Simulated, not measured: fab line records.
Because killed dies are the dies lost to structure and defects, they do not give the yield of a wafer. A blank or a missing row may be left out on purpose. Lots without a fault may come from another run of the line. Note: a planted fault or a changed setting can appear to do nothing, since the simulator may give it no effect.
Which tool was responsible?	flow nand-harc	72 wafers from 24 lots sampled at 5 of the route's 1302 steps

WHAT THE GAUGES READ, wafer by wafer
NHARC_A_ONON_D2_INSPECT_32.
lot	measured	on	raw-defect-count
L074	day 12 23:08	defect-inspect-01	351 413 839
L076	day 13 18:44	defect-inspect-01	410 813 441
L075	day 13 18:44	defect-inspect-02	273 333 342
L077	day 14 13:03	defect-inspect-02	370 345 410
L078	day 14 19:47	defect-inspect-01	201 392 293
L079	day 14 19:43	defect-inspect-02	483 380 239
L080	day 15 07:32	defect-inspect-02	253 694 597
L081	day 16 09:30	defect-inspect-01	530 386 374
L082	day 16 09:47	defect-inspect-02	337 392 474
L083	day 17 01:21	defect-inspect-02	533 951 549
L084	day 17 10:26	defect-inspect-01	567 541 347
L085	day 17 10:26	defect-inspect-02	310 449 283
L086	day 18 00:13	defect-inspect-01	591 587 335
L087	day 18 00:14	defect-inspect-02	539 609 230
L088	day 19 04:00	defect-inspect-01	400 617 263
L089	day 19 03:59	defect-inspect-02	343 470 407
L090	day 19 20:59	defect-inspect-01	237 425 360
L092	day 20 10:17	defect-inspect-02	1013 729 833
L091	day 20 10:16	defect-inspect-01	525 250 281
L094	day 21 03:35	defect-inspect-02	347 381 367
L093	day 21 03:34	defect-inspect-01	250 337 275
L095	day 22 05:44	defect-inspect-02	208 319 428
L096	day 22 05:40	defect-inspect-01	326 441 411
L097	day 23 09:16	defect-inspect-01	347 310 463

WHICH TOOL RAN EACH LOT (tool, then ch and the chambers of the sampled wafers, then the start)
lot	NHARC_A_CHANNEL_HOLE_D1_ETCH_23	NHARC_A_CHANNEL_FILL_D1_ETCHBACK_20	NHARC_A_CHANNEL_FILL_D1_STRIP_29	NHARC_A_DECK1_JOINT_CMP_13
L074	har-etch-01 ch 0,1, day 8 20:37	rie-diel-11 ch 0,2,3, day 10 01:06	rie-diel-02 ch 0,1,2, day 11 11:25 or earlier	cmp-04 ch 1,2,3, day 11 11:25
L076	har-etch-02 ch 0,1, day 9 09:45	rie-diel-02 ch 0,1,2, day 10 14:19	rie-diel-02 ch 1,2,3, day 12 00:22 or earlier	cmp-01 ch 0,1,2, day 12 00:22
L075	har-etch-01 ch 0, day 9 10:19	rie-diel-11 ch 1,2,3, day 10 14:20	rie-diel-11 ch 0,2,3, day 12 00:22 or earlier	cmp-04 ch 0,1,3, day 12 00:22
L077	har-etch-02 ch 0,1, day 10 01:50	rie-diel-09 ch 1,3, day 11 06:31	rie-diel-09 ch 0,1,3, day 12 16:37 or earlier	cmp-04 ch 0,1, day 12 16:37
L078	har-etch-01 ch 0,1, day 10 09:49	rie-diel-11 ch 0,1,2, day 11 15:30	rie-diel-11 ch 0,1,2, day 13 05:22 or earlier	cmp-03 ch 0,2,3, day 13 05:22
L079	har-etch-01 ch 0,1, day 10 16:12	rie-diel-02 ch 0,2,3, day 11 23:08	rie-diel-02 ch 0,1,2, day 13 09:15 or earlier	cmp-03 ch 0,1,3, day 13 09:15
L080	har-etch-01 ch 0,1, day 11 00:39	rie-diel-11 ch 0,1,3, day 12 07:16	rie-diel-02 ch 0,1,3, day 13 17:23 or earlier	cmp-04 ch 0,1,2, day 13 17:23
L081	har-etch-01 ch 0,1, day 11 21:23	rie-diel-11 ch 2,3, day 13 03:32	rie-diel-02 ch 1,2,3, day 14 13:47 or earlier	cmp-01 ch 1,2, day 14 13:47
L082	har-etch-02 ch 0, day 12 04:25	rie-diel-11 ch 1,2, day 13 10:59	rie-diel-09 ch 0,1, day 14 23:26 or earlier	cmp-03 ch 2,3, day 14 23:26
L083	har-etch-01 ch 0,1, day 12 17:11	rie-diel-11 ch 0,2, day 13 23:43	rie-diel-02 ch 1,2,3, day 15 09:30 or earlier	cmp-04 ch 1,2, day 15 09:30
L084	har-etch-01 ch 0,1, day 12 22:17	rie-diel-11 ch 0,2,3, day 14 07:24	rie-diel-02 ch 0,1, day 15 21:04 or earlier	cmp-04 ch 1,2,3, day 15 21:04
L085	har-etch-02 ch 0, day 13 01:01	rie-diel-11 ch 0,2,3, day 14 10:56	rie-diel-11 ch 0,1,2, day 15 21:02 or earlier	cmp-01 ch 1,2, day 15 21:02
L086	har-etch-01 ch 0,1, day 13 19:53	rie-diel-09 ch 0,1,2, day 15 01:01	rie-diel-11 ch 1,2,3, day 16 11:01 or earlier	cmp-01 ch 0,2,3, day 16 11:01
L087	har-etch-01 ch 0,1, day 14 00:03	rie-diel-11 ch 1,2,3, day 15 04:56	rie-diel-02 ch 0,1,2, day 16 15:07 or earlier	cmp-03 ch 1,2,3, day 16 15:07
L088	har-etch-02 ch 0,1, day 14 19:43	rie-diel-02 ch 1,2, day 16 00:59	rie-diel-11 ch 0,1,3, day 17 12:46 or earlier	cmp-03 ch 1,2,3, day 17 12:46
L089	har-etch-01 ch 0,1, day 14 23:03	rie-diel-02 ch 0,1,3, day 16 03:55	rie-diel-09 ch 0,1,2, day 17 12:51 or earlier	cmp-01 ch 0,1,3, day 17 12:51
L090	har-etch-02 ch 0,1, day 15 11:17	rie-diel-02 ch 1,2, day 16 16:10	rie-diel-09 ch 0,1,2, day 18 02:24 or earlier	cmp-04 ch 0,1, day 18 02:24
L092	har-etch-02 ch 0,1, day 16 02:19	rie-diel-11 ch 0,2,3, day 17 07:08	rie-diel-11 ch 0,1,2, day 18 18:40 or earlier	cmp-03 ch 0,2,3, day 18 18:40
L091	har-etch-01 ch 0,1, day 16 02:22	rie-diel-09 ch 0,1,3, day 17 07:08	rie-diel-09 ch 0,2,3, day 18 18:41 or earlier	cmp-04 ch 1,2, day 18 18:41
L094	har-etch-01 ch 1, day 17 00:14	rie-diel-02 ch 1,3, day 18 04:46	rie-diel-11 ch 0,1,2, day 19 15:41 or earlier	cmp-01 ch 1,2,3, day 19 15:41
L093	har-etch-01 ch 0,1, day 17 04:16	rie-diel-11 ch 0,1, day 18 09:49	rie-diel-02 ch 1,2,3, day 19 19:38 or earlier	cmp-03 ch 0,1, day 19 19:38
L095	har-etch-02 ch 0,1, day 17 14:01	rie-diel-02 ch 2,3, day 18 21:14	rie-diel-11 ch 0,1,3, day 19 14:57	cmp-03 ch 1,3, day 20 07:26
L096	har-etch-01 ch 0,1, day 17 21:08	rie-diel-09 ch 1,2,3, day 19 01:40	rie-diel-09 ch 1,2,3, day 20 14:41 or earlier	cmp-01 ch 1,2,3, day 20 14:41
L097	har-etch-02 ch 0, day 18 10:00	rie-diel-11 ch 0,1,3, day 19 16:22	rie-diel-02 ch 1,3, day 21 06:31 or earlier	cmp-01 ch 1,2,3, day 21 06:31
- NHARC_A_CHANNEL_HOLE_D1_ETCH_23: etches the open film in C4F8/O2/Ar, time 819 s, target depth 1600 nm.
- NHARC_A_CHANNEL_FILL_D1_ETCHBACK_20: etches the open film in C4F8/O2/Ar, target depth 27 nm, time 13.5 s.
- NHARC_A_CHANNEL_FILL_D1_STRIP_29: strips in O2, time 20 s.
- NHARC_A_DECK1_JOINT_CMP_13: polishes, target thk 51.023 nm.

WHAT THE TOOLS THEMSELVES READ (means of the sampled wafers that have a number; where no wafer has one, the mark that the record gives instead)
NHARC_A_CHANNEL_HOLE_D1_ETCH_23.
lot	tool	drypump-motor-current-A (A)	showerhead-plenum-p-Torr (Torr)	throttle-valve-pct (%)
L074	har-etch-01	5.1	3.73	32.144
L076	har-etch-02	4.8	3.71	32.158
L075	har-etch-01	5.9	3.73	32.163
L077	har-etch-02	5.0	3.73	32.150
L078	har-etch-01	5.1	3.72	32.149
L079	har-etch-01	5.6	3.72	32.157
L080	har-etch-01	5.5	3.72	32.154
L081	har-etch-01	5.1	3.71	32.150
L082	har-etch-02	4.7	3.66	32.151
L083	har-etch-01	5.5	3.70	32.159
L084	har-etch-01	5.5	3.70	32.156
L085	har-etch-02	4.7	3.65	32.153
L086	har-etch-01	5.5	3.69	32.149
L087	har-etch-01	5.5	3.69	32.160
L088	har-etch-02	4.8	3.66	32.150
L089	har-etch-01	5.5	3.69	32.154
L090	har-etch-02	5.0	3.69	32.152
L092	har-etch-02	5.0	3.69	32.153
L091	har-etch-01	5.1	3.68	32.148
L094	har-etch-01	4.7	3.67	32.152
L093	har-etch-01	5.1	3.67	32.156
L095	har-etch-02	4.8	3.65	32.159
L096	har-etch-01	5.1	3.66	32.161
L097	har-etch-02	4.7	3.61	32.156

NHARC_A_CHANNEL_FILL_D1_ETCHBACK_20.
lot	tool	oes-product-au (a.u.)	rf-vpp-V (V)
L074	rie-diel-11	0.93	979
L076	rie-diel-02	1.00	976
L075	rie-diel-11	0.91	977
L077	rie-diel-09	0.93	977
L078	rie-diel-11	1.00	978
L079	rie-diel-02	1.01	981
L080	rie-diel-11	1.00	977
L081	rie-diel-11	0.97	976
L082	rie-diel-11	0.99	979
L083	rie-diel-11	1.00	979
L084	rie-diel-11	0.99	978
L085	rie-diel-11	0.98	978
L086	rie-diel-09	1.00	978
L087	rie-diel-11	0.95	976
L088	rie-diel-02	0.94	979
L089	rie-diel-02	0.93	977
L090	rie-diel-02	0.96	975
L092	rie-diel-11	0.91	978
L091	rie-diel-09	0.99	978
L094	rie-diel-02	1.00	980
L093	rie-diel-11	0.95	978
L095	rie-diel-02	0.95	984
L096	rie-diel-09	0.93	976
L097	rie-diel-11	1.01	977

NHARC_A_CHANNEL_FILL_D1_STRIP_29.
lot	tool	drypump-motor-current-A (A)	oes-product-au (a.u.)	rf-vpp-V (V)	showerhead-plenum-p-Torr (Torr)	throttle-valve-pct (%)
L074	rie-diel-02	5.6	1.011	57.8	3.48	17.033
L076	rie-diel-02	5.8	1.013	57.3	3.57	17.040
L075	rie-diel-11	5.5	0.997	57.8	3.52	17.037
L077	rie-diel-09	5.4	1.006	57.9	3.53	17.043
L078	rie-diel-11	5.7	1.001	57.8	3.53	17.038
L079	rie-diel-02	5.6	1.005	57.9	3.48	17.030
L080	rie-diel-02	5.7	1.002	58.2	3.49	17.039
L081	rie-diel-02	5.8	1.015	58.1	3.57	17.032
L082	rie-diel-09	5.1	0.995	56.8	3.57	17.029
L083	rie-diel-02	5.8	1.010	57.8	3.56	17.035
L084	rie-diel-02	5.4	0.996	57.1	3.39	17.033
L085	rie-diel-11	5.7	0.992	57.4	3.53	17.036
L086	rie-diel-11	5.6	0.986	58.2	3.49	17.041
L087	rie-diel-02	5.6	1.006	57.5	3.47	17.027
L088	rie-diel-11	5.7	0.994	56.7	3.49	17.038
L089	rie-diel-09	5.4	0.993	57.5	3.50	17.042
L090	rie-diel-09	5.4	0.994	57.6	3.50	17.038
L092	rie-diel-11	5.7	1.005	58.3	3.53	17.031
L091	rie-diel-09	5.6	1.006	58.3	3.46	17.034
L094	rie-diel-11	5.7	1.007	58.0	3.53	17.039
L093	rie-diel-02	5.8	0.997	58.4	3.56	17.040
L095	rie-diel-11	5.7	1.010	58.0	3.49	17.030
L096	rie-diel-09	5.2	1.007	57.9	3.48	17.039
L097	rie-diel-02	6.0	1.005	57.0	3.44	17.041

NHARC_A_DECK1_JOINT_CMP_13.
lot	tool	edge-zone-pressure-frac	motor-current-A (A)	time-to-endpoint-s (s)
L074	cmp-04	1.002	13.1	11.1
L076	cmp-01	1.002	12.6	8.7
L075	cmp-04	1.003	12.3	9.0
L077	cmp-04	1.003	12.0	6.4
L078	cmp-03	1.000	13.2	8.7
L079	cmp-03	1.000	13.0	11.7
L080	cmp-04	0.999	12.5	6.0
L081	cmp-01	1.000	11.9	10.7
L082	cmp-03	0.994	13.2	8.4
L083	cmp-04	0.993	13.2	9.9
L084	cmp-04	1.001	12.8	9.6
L085	cmp-01	1.003	12.8	8.8
L086	cmp-01	0.993	13.1	7.7
L087	cmp-03	1.001	12.2	10.9
L088	cmp-03	0.998	12.1	11.9
L089	cmp-01	1.002	12.5	8.8
L090	cmp-04	0.997	12.5	4.1
L092	cmp-03	1.001	13.1	9.8
L091	cmp-04	1.002	13.4	10.6
L094	cmp-01	0.999	12.5	11.7
L093	cmp-03	1.002	13.6	11.4
L095	cmp-03	0.999	12.3	9.4
L096	cmp-01	1.000	12.6	11.5
L097	cmp-01	0.999	12.5	10.4

THE ANSWER, worked out from the rows above alone
Rule: what is usual is taken from the lots themselves. The widest of any qualifying gaps counts: lots, ordered by their means at a reading, are off when they make up no more than a third of the lots, leave a main group of 4 or more, and stand apart from it by 3 or more times the standard deviation of that group's means. The tables above print the reading to a certain number of digits; a main group whose means all agree to those digits is not used. A lot without any number at a reading at which 4 lots or more have one is off too. Where the step has rows for the other lots, those lots are counted as sound. First the gauges in route order, then the tools' own readings, where a lot's mean is used as printed above. The first step at which some lot is off is used, and at that step the reading that is off furthest; a lot without a number counts as furthest.
Nothing can be told from this: no lot is off at any reading shown.

WHAT WAS PUT IN BY THE SIMULATOR
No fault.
